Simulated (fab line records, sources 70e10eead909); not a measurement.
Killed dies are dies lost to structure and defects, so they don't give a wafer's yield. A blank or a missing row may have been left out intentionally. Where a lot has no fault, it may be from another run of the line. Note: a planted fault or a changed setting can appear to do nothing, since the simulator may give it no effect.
Matching of chambers + flow nand_harc + 4 sister chambers for NHARC_A_DECK1_JOINT_ETCHBACK_00 on rie_si-04
The step etches the open film in HBr, target depth 30 nm, time 17.4 s. 4 wafers are shown with their chamber, then 10 later ones without.

## WAFERS PAIRED WITH THEIR CHAMBERS
| wafer  | chamber | drypump_motor_current_A (A) |
|--------|---------|-----------------------------|
| L084.2 | 1       | 5.7                         |
| L084.5 | 0       | 5.9                         |
| L087.3 | 2       | 5.5                         |
| L087.4 | 3       | 5.5                         |

## WAFERS MISSING THEIR CHAMBER
| wafer  | drypump_motor_current_A (A) |
|--------|-----------------------------|
| L087.6 | 5.5                         |
| L092.4 | 5.5                         |
| L092.5 | 5.9                         |
| L092.6 | 5.6                         |
| L095.2 | 5.4                         |
| L095.3 | 5.6                         |
| L095.6 | 5.4                         |
| L096.2 | 5.9                         |
| L096.4 | 5.5                         |
| L096.5 | 5.9                         |

## WHICH CHAMBER EACH ONE RAN IN
| wafer  | from the rows above          | in truth |
|--------|------------------------------|----------|
| L087.6 | can't be placed: 2 or 3      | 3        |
| L092.4 | can't be placed: 2 or 3      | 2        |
| L092.5 | 0                            | 0        |
| L092.6 | can't be placed: 2 or 3 or 1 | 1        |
| L095.2 | can't be placed: 2 or 3      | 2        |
| L095.3 | can't be placed: 2 or 3 or 1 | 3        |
| L095.6 | can't be placed: 2 or 3      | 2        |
| L096.2 | 0                            | 0        |
| L096.4 | can't be placed: 2 or 3      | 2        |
| L096.5 | 0                            | 0        |
3 of 10 placed correctly. Cannot be placed on the basis of these rows: 7; the candidates contain the true chamber in 7. Placed wrongly: 0.
How it was worked out, from the rows above alone: a wafer's distance from a chamber is the root of the sum, over the readings, of the square of ((its reading less the chamber's mean) divided by the reading's scatter). The wafer belongs to the nearest chamber; if the next one is less than 2 further off, it can't be placed. Each chamber's mean is taken over the wafers shown for it. The scatter: with one shown wafer a chamber, the root of the mean of the squares of how far each hidden wafer lies from its nearest shown one.
